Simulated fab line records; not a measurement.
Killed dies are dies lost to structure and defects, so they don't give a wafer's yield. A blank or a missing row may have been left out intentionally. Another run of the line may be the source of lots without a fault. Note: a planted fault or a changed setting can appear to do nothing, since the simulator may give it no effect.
fab line records	flow n5-finfet
record lots=11	wafers=30	last-day=20
route steps=1938 shown BEOL_M15@1806 PASSIVATION@1936
lots with no fault: from the same line, run without faults
start-h: the number of hours between the record's first day and the start of the first shown wafer of the lot	wait-h: hours elapsed since this lot's preceding step	" unchanged from the row above	L1.1+2: one row covering several wafers at once	- either no value or no given start	* or withheld: withheld	< > ~ a bound
route shown NAME@n: a module of which the file shows steps, and the number in the route of the first	usual: mean/standard deviation of fault-free wafers	same: alike in all rows	chamber/n: place in a boat	sites: the reading at each site	_std_site: their standard deviation	_edge_site: outer sites' mean less inner sites'	radius-mm: for every site, how far away it sits from the centre of the wafer	mask NAME#n: copy n	behind: the tool/chamber that last shaped the wafer	hold: why the lot went on hold/how many hours it stayed there/how the hold came to an end	device: whichever transistor did not switch (one of n, p or np)	end of line: at the end of the route, the tests of the same wafers	a step with no rows: only its recipe	killed: at the first sort, the dies lost to defects and structure; wafer yield is something else	map: per-die view of a wafer (x killed, . not killed, _ where there is no die)
set.NAME: the setting the step ran with; set.NAME@STEP: the setting that earlier step ran with	model.NAME: the simulator's own value behind a step, which no gauge read
route steps across a sampled set of lots; one table per step, one row per wafer
services: a tool's chamber out of use, with start hour (start-h, from the record's first day; less than 0 if before it), hours out, and reason
## steps
# step N5_BEOL_M15_INSPECT_30
# recipe mode=adi	inspect-instrument=macro
# usual raw-defect-count=2.0/1.4
lot.wafer	tool	chamber	start-h	wait-h	raw-defect-count
L357.4	defect-inspect-01	-	316.79	0.0	2
L357.5	"	-	"	"	1
L358.1	defect-inspect-01	-	318.17	0.0	2
L358.4	"	-	"	"	3
L358.5	"	-	"	"	1
L363.2	defect-inspect-02	-	332.95	0.0	0
L363.4	"	-	"	"	4
L363.5	"	-	"	"	1
L362.2	defect-inspect-01	-	359.20	0.0	3
L362.3	"	-	"	"	4
L362.4	"	-	"	"	4
L369.1	defect-inspect-01	-	372.27	0.0	5
L369.2	"	-	"	"	1
L369.6	"	-	"	"	1
L370.2	defect-inspect-01	-	381.01	0.0	4
L370.6	"	-	"	"	1
L374.3	defect-inspect-02	-	410.22	0.0	2
L374.6	"	-	"	"	2
L373.1	defect-inspect-02	-	418.58	0.0	3
L373.3	"	-	"	"	2
L373.5	"	-	"	"	0
L375.4	defect-inspect-02	-	430.03	0.0	2
L375.5	"	-	"	"	0
L375.6	"	-	"	"	2
L371.1	defect-inspect-02	-	450.85	0.0	2
L371.3	"	-	"	"	3
L371.5	"	-	"	"	1
L376.2	defect-inspect-01	-	468.66	0.0	1
L376.4	"	-	"	"	1
L376.5	"	-	"	"	3
# step N5_BEOL_M15_DESCUM_33
# recipe chemistry=O2	time-s=7.9	source-power-w=50	bias-power-w=20	pressure-mtorr=20	rf-frequency-hz=2.712e+07	temp-c=40	o2-flow-sccm=225
# usual drypump-motor-current-A=5.6/0.37	oes-product-au=0.78/0.078	rf-vpp-V=243.0/1.4	showerhead-plenum-p-Torr=2.09/0.071	throttle-valve-pct=20.48/0.19
lot.wafer	tool	chamber	start-h	wait-h	drypump-motor-current-A	oes-product-au	rf-hours-counter-h	rf-vpp-V	showerhead-plenum-p-Torr	throttle-valve-pct
L357.4	rie-diel-03	1	316.88	0.1	6.4	0.75	195	243.3	2.11	20.72
L357.5	"	2	"	"	5.4	0.92	-	244.4	2.17	20.31
L358.1	rie-diel-02	2	318.30	0.1	5.5	0.71	221	243.7	2.08	20.56
L358.4	"	1	"	"	5.4	0.82	109	242.7	2.19	20.20
L358.5	"	3	"	"	5.6	0.71	-	239.6	1.95	20.43
L363.2	rie-diel-02	0	332.98	0.0	5.5	0.78	146	242.2	2.01	20.35
L363.4	"	2	"	"	5.5	0.70	227	241.5	2.08	20.56
L363.5	"	3	"	"	5.6	0.71	-	241.2	1.94	20.46
L362.2	rie-diel-06	1	359.34	0.1	5.4	0.81	117	242.4	2.09	20.48
L362.3	"	0	"	"	5.5	0.84	72	242.5	2.07	20.38
L362.4	"	1	"	"	5.4	0.80	-	243.2	2.10	20.47
L369.1	rie-diel-03	0	372.30	0.0	6.0	0.80	91	243.0	2.12	20.45
L369.2	"	3	"	"	4.9	0.70	227	244.4	2.15	20.81
L369.6	"	1	"	"	6.4	0.74	-	242.1	2.10	20.75
L370.2	rie-diel-02	3	381.05	0.0	5.7	0.96	4	246.1	2.20	20.10
L370.6	"	3	"	"	5.6	0.95	-	245.0	2.20	20.07
L374.3	rie-diel-03	0	410.25	0.0	6.0	0.80	95	245.0	2.12	20.45
L374.6	"	0	"	"	6.0	0.81	-	243.5	2.12	20.45
L373.1	rie-diel-03	1	418.61	0.0	6.4	0.73	216	243.5	2.10	20.77
L373.3	"	3	"	"	4.9	0.70	233	244.6	2.15	20.83
L373.5	"	1	"	"	6.5	0.72	-	242.0	2.10	20.76
L375.4	rie-diel-03	2	430.06	0.0	5.4	0.87	29	243.6	2.17	20.36
L375.5	"	0	"	"	6.0	0.79	-	243.1	2.11	20.49
L375.6	"	3	"	"	4.9	0.71	-	244.1	2.15	20.83
L371.1	rie-diel-03	3	450.89	0.0	4.9	0.70	242	244.7	2.14	20.84
L371.3	"	0	"	"	6.0	0.79	107	242.8	2.11	20.47
L371.5	"	2	"	"	5.4	0.85	-	243.7	2.16	20.38
L376.2	rie-diel-06	1	468.70	0.0	5.4	0.76	151	242.4	2.08	20.52
L376.4	"	3	"	"	5.8	0.91	21	242.0	2.02	20.14
L376.5	"	2	"	"	5.9	0.73	-	240.1	1.94	20.70
# step N5_BEOL_M15_SPUTTER_43
# recipe material=TaN	target-thk-a=150	temp-c=50	bias-v=168.6	power-w=15000	chamber-pressure-pa=0.12	time-s=24.19
# usual cathode-dc-power-W=15000/2.6	susceptor-temp-C=49.99/0.1	throttle-valve-pct=29.6/0.89
lot.wafer	tool	chamber	start-h	wait-h	cathode-dc-power-W	susceptor-temp-C	throttle-valve-pct
L357.4	pvd-sputter-02	-	318.33	0.0	15001	50.14	29.6
L357.5	"	-	"	"	15004	49.89	29.4
L358.1	pvd-sputter-03	-	321.93	0.0	15006	49.97	28.5
L358.4	"	-	"	"	15000	50.13	30.0
L358.5	"	-	"	"	14997	49.91	31.2
L363.2	pvd-sputter-02	-	335.50	0.0	15004	49.93	29.0
L363.4	"	-	"	"	14998	50.11	29.2
L363.5	"	-	"	"	15001	50.00	30.6
L363.2	pvd-sputter-02	-	335.78	0.2	15000	49.91	29.0
L363.4	"	-	"	"	15001	49.93	29.5
L363.5	"	-	"	"	15001	50.16	30.3
L362.2	pvd-sputter-02	-	362.48	0.0	15003	49.92	30.5
L362.3	"	-	"	"	14994	49.96	29.1
L362.4	"	-	"	"	15005	49.98	29.4
L362.2	pvd-sputter-02	-	362.76	0.2	15002	49.90	30.6
L362.3	"	-	"	"	15000	50.03	28.9
L362.4	"	-	"	"	14998	49.84	29.3
L369.1	pvd-sputter-02	-	377.66	0.0	15001	49.95	29.4
L369.2	"	-	"	"	15003	50.02	28.8
L369.6	"	-	"	"	15000	49.90	29.7
L369.1	pvd-sputter-02	-	377.94	0.2	15001	50.05	29.3
L369.2	"	-	"	"	14995	50.07	28.9
L369.6	"	-	"	"	14996	49.93	29.7
L370.2	pvd-sputter-03	-	384.77	0.0	14997	50.20	28.3
L370.6	"	-	"	"	15004	49.95	28.3
L374.3	pvd-sputter-02	-	414.79	0.0	15002	50.02	29.8
L374.6	"	-	"	"	15001	49.99	30.3
L373.1	pvd-sputter-03	-	422.24	0.0	15001	50.05	29.8
L373.3	"	-	"	"	14997	50.06	31.3
L373.5	"	-	"	"	15002	49.97	29.8
L375.4	pvd-sputter-03	-	435.68	0.0	14999	50.06	28.6
L375.5	"	-	"	"	15003	49.90	31.6
L375.6	"	-	"	"	15001	49.81	28.9
L371.1	pvd-sputter-03	-	453.82	0.0	15002	49.83	28.5
L371.3	"	-	"	"	15003	49.90	29.4
L371.5	"	-	"	"	15004	49.88	31.2
L376.2	pvd-sputter-03	-	469.91	0.0	15000	50.04	29.1
L376.4	"	-	"	"	15000	49.85	29.7
L376.5	"	-	"	"	15005	50.19	31.0
# step N5_BEOL_M15_SPUTTER_44
# recipe material=Ta	target-thk-a=150	temp-c=50	bias-v=80	power-w=15000	chamber-pressure-pa=0.07	time-s=24.19
# usual cathode-dc-power-W=15000/2.7	susceptor-temp-C=50.01/0.11	throttle-valve-pct=29.6/0.87
lot.wafer	tool	chamber	start-h	wait-h	cathode-dc-power-W	susceptor-temp-C	throttle-valve-pct
L357.4	pvd-sputter-02	-	318.42	0.0	15000	49.80	29.5
L357.5	"	-	"	"	14997	50.02	29.6
L358.1	pvd-sputter-03	-	322.01	0.0	14996	50.05	28.4
L358.4	"	-	"	"	14995	50.04	29.9
L358.5	"	-	"	"	15004	50.09	31.2
L363.2	pvd-sputter-02	-	335.92	0.1	14999	49.98	28.9
L363.4	"	-	"	"	14995	49.99	29.0
L363.5	"	-	"	"	15000	50.08	30.6
L362.2	pvd-sputter-02	-	362.84	0.0	15001	50.07	30.3
L362.3	"	-	"	"	14998	49.86	28.9
L362.4	"	-	"	"	15002	50.12	29.4
L369.1	pvd-sputter-02	-	378.02	0.0	14999	50.00	29.1
L369.2	"	-	"	"	15003	50.13	29.1
L369.6	"	-	"	"	14997	50.08	29.2
L370.2	pvd-sputter-03	-	384.85	0.0	15002	50.05	28.8
L370.6	"	-	"	"	15001	50.07	28.3
L374.3	pvd-sputter-02	-	414.87	0.0	14999	50.00	29.6
L374.6	"	-	"	"	14997	50.05	30.3
L373.1	pvd-sputter-03	-	422.32	0.0	15004	50.15	29.7
L373.3	"	-	"	"	15003	49.93	31.1
L373.5	"	-	"	"	15002	50.05	29.8
L375.4	pvd-sputter-03	-	435.77	0.0	15000	49.99	28.6
L375.5	"	-	"	"	15000	50.01	31.4
L375.6	"	-	"	"	15001	50.00	28.5
L371.1	pvd-sputter-03	-	453.91	0.0	14998	50.08	28.4
L371.3	"	-	"	"	15005	49.99	28.9
L371.5	"	-	"	"	15003	49.94	31.0
L376.2	pvd-sputter-03	-	469.99	0.0	14997	49.97	29.2
L376.4	"	-	"	"	15000	50.11	29.7
L376.5	"	-	"	"	15002	50.14	31.0
# step N5_BEOL_M15_CMP_49
# recipe stop-on=SiO2	t-overpolish-s=4.9	down-force-psi=2	platen-rpm=80	clearing-platen-down-force-psi=2	clearing-platen-rpm=80	post-cmp-clean=cu-alkaline	target-thk-nm=850	clearing-platen-pad-velocity-m-s=1.5917	pad-velocity-m-s=1.5917
# usual barrier-field-endpoint-s=11.4/0.36	motor-current-A=8.3/0.87	overpolish-run-s=4.900/0.0097
lot.wafer	tool	chamber	start-h	wait-h	barrier-field-endpoint-s	motor-current-A	overpolish-run-s
L357.4	cmp-02	1	319.41	0.2	12.4	7.7	4.889
L357.5	"	3	"	"	11.2	8.3	4.895
L358.1	cmp-03	2	322.78	0.3	11.3	8.8	4.911
L358.4	"	0	"	"	11.1	8.7	4.903
L358.5	"	2	"	"	11.1	8.1	4.894
L363.2	cmp-04	0	337.00	0.3	17.4	8.2	4.905
L363.4	"	1	"	"	17.6	8.5	4.895
L363.5	"	2	"	"	17.6	7.0	4.889
L362.3	cmp-04	3	363.60	0.2	17.2	8.8	4.916
L362.2	"	1	"	"	17.0	9.3	4.899
L362.4	"	2	"	"	16.6	7.0	4.904
L369.2	cmp-02	1	379.51	0.4	16.9	8.0	4.889
L369.1	"	3	"	"	16.4	7.8	4.901
L369.6	"	0	"	"	17.1	10.6	4.887
L370.2	cmp-03	2	385.66	0.3	10.9	8.2	4.907
L370.6	"	1	"	"	11.2	8.2	4.874
L374.3	cmp-03	0	415.68	0.2	11.4	8.7	4.907
L374.6	"	2	"	"	10.7	8.3	4.907
L373.1	cmp-04	1	423.55	0.4	11.2	8.9	4.893
L373.3	"	3	"	"	11.2	8.5	4.884
L373.5	"	2	"	"	11.1	7.2	4.892
L375.4	cmp-04	2	436.52	0.1	11.2	7.2	4.895
L375.5	"	2	"	"	11.5	7.1	4.904
L375.6	"	3	"	"	11.1	8.2	4.908
L371.1	cmp-02	0	454.89	0.3	11.2	10.6	4.900
L371.3	"	1	"	"	11.2	7.6	4.924
L371.5	"	0	"	"	11.0	10.1	4.899
L376.4	cmp-02	1	474.10	0.2	11.3	8.4	4.897
L376.2	"	2	"	"	10.9	7.3	4.898
L376.5	"	0	"	"	11.3	10.9	4.898
# step N5_PASSIVATION_PROBE_49
# usual defect-limited-yield=91.2/1.5	killed_at_M0_to_M3=36/10	killed_at_M4_up=14/5.2	killed-at-contacts=12/6	killed-at-front-end=37/10	killed-at-other=4/3.3	killed-dies=104/18	killed-open=68/14	killed-short=34/7.4	sort_bin_4_leakage=0.01/0.04	sort_bin_5_function=5.2/1	sort_bin_6_memory=3.3/0.7	sort_bin_8_speed=0.01/0.045	sort-n-pass=1076/18	sort-yield-pct=91.2/1.5
# same gross-dies=1180	killed-at-back-side=0
lot.wafer	tool	chamber	start-h	wait-h	defect-limited-yield[%]	killed_at_M0_to_M3	killed_at_M4_up	killed-at-contacts	killed-at-front-end	killed-at-other	killed-dies	killed-open	killed-short	sort_bin_4_leakage[%]	sort_bin_5_function[%]	sort_bin_6_memory[%]	sort_bin_8_speed[%]	sort-n-pass	sort-yield-pct[%]
L363.2	prober-02	-	350.10	0.1	89.7	46	19	22	26	8	121	85	35	0	6.6	3.1	0	1059	89.7
L363.4	prober-02	-	350.20	0.2	87.5	44	27	12	57	7	147	102	43	0	7.7	4.5	0	1033	87.5
L363.5	prober-02	-	350.25	0.2	87.7	63	26	14	36	6	145	95	48	0	7.9	3.9	0	1035	87.7
L369.2	prober-01	-	400.56	0.1	92.5	29	12	7	41	0	89	54	35	0	4.9	2.4	0	1091	92.5
# killed by level:class
L363.2 MOL_CONTACT_COAG:geometric-particle:open=17 BEOL_M3:geometric-particle:open=15 BEOL_M0_SAQP:geometric-particle:open=10 BEOL_M0_SAQP:geometric-particle:short=8 BEOL_M4:geometric-particle:open=7 MOL_CONTACT_COAG:geometric-particle:short=5 BEOL_M1:geometric-particle:open=5 FIN_SAQP:geometric-particle:open=4
L363.4 STI_FIN_REVEAL:geometric-particle:open=24 BEOL_M4:geometric-particle:open=14 BEOL_M3:geometric-particle:open=11 MOL_CONTACT_COAG:geometric-particle:open=8 BEOL_M2:geometric-particle:open=8 BEOL_M0_SAQP:geometric-particle:short=7 STARTING-WAFER:geometric-particle:open=7 ILD0:geometric-particle:open=5
L363.5 BEOL_M3:geometric-particle:open=15 BEOL_M2:geometric-particle:open=15 BEOL_M4:geometric-particle:open=13 MOL_CONTACT_COAG:geometric-particle:open=11 BEOL_M0_SAQP:geometric-particle:short=9 BEOL_M0_SAQP:geometric-particle:open=6 STARTING-WAFER:geometric-particle:open=6 BEOL_M3:geometric-particle:short=5
L369.2 FIN_SAQP:geometric-particle:open=9 BEOL_M1:geometric-particle:open=9 GATE_CUT:geometric-particle:short=7 MOL_CONTACT_COAG:geometric-particle:open=7 FIN_SAQP:geometric-particle:short=6 BEOL_M2:geometric-particle:open=5 BEOL_M1:geometric-particle:short=5 BEOL_M4:geometric-particle:open=5
## services
tool	chamber	start-h	hours	kind
cmp-02	-	321.72	0.3	repair
cmp-02	-	328.59	0.6	repair
rie-diel-06	2	331.76	38.5	repair
cmp-04	-	346.47	12.1	pm
rie-diel-02	3	351.50	-	clean
rie-diel-02	3	351.50	-	consumable-replace:focus-ring
cmp-03	-	358.93	2.4	repair
cmp-02	-	359.12	1.0	repair
cmp-02	-	367.04	9.2	repair
cmp-03	-	369.83	10.2	pm
rie-diel-03	-	377.95	28.1	pm
cmp-03	-	381.43	2.7	repair
rie-diel-02	-	383.26	0.5	repair
cmp-04	-	385.72	4.0	pm
cmp-04	-	389.72	-	consumable-replace:conditioner
cmp-04	-	389.72	-	consumable-replace:pad
cmp-02	-	417.21	9.6	repair
cmp-04	-	428.80	6.7	pm
pvd-sputter-02	-	431.19	14.6	repair
rie-diel-03	1	436.31	21.0	repair
rie-diel-06	-	440.85	5.4	repair
rie-diel-02	1	457.33	10.4	repair
cmp-03	-	468.47	4.0	pm
cmp-03	-	472.81	6.3	pm
## key
first-sign step=N5_BEOL_M15_SPUTTER_43	reading=visit	direction=added
effect step=N5_BEOL_M15_CMP_49	reading=barrier-field-endpoint-s	direction=up	sigmas=16	usual=11.4	struck=17.1
met-at N5_BEOL_M15_SPUTTER_43
struck-lots L362,L363,L369
not-acting-at N5_BEOL_M15_INSPECT_30,N5_BEOL_M15_DESCUM_33,N5_BEOL_M15_SPUTTER_44
fault kind=repeated-step-whole	tool=pvd-sputter-01,pvd-sputter-02,pvd-sputter-03	chamber=-	onset-h=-	steps=N5_BEOL_M15_SPUTTER_43	times=1	scope=struck-lots-only
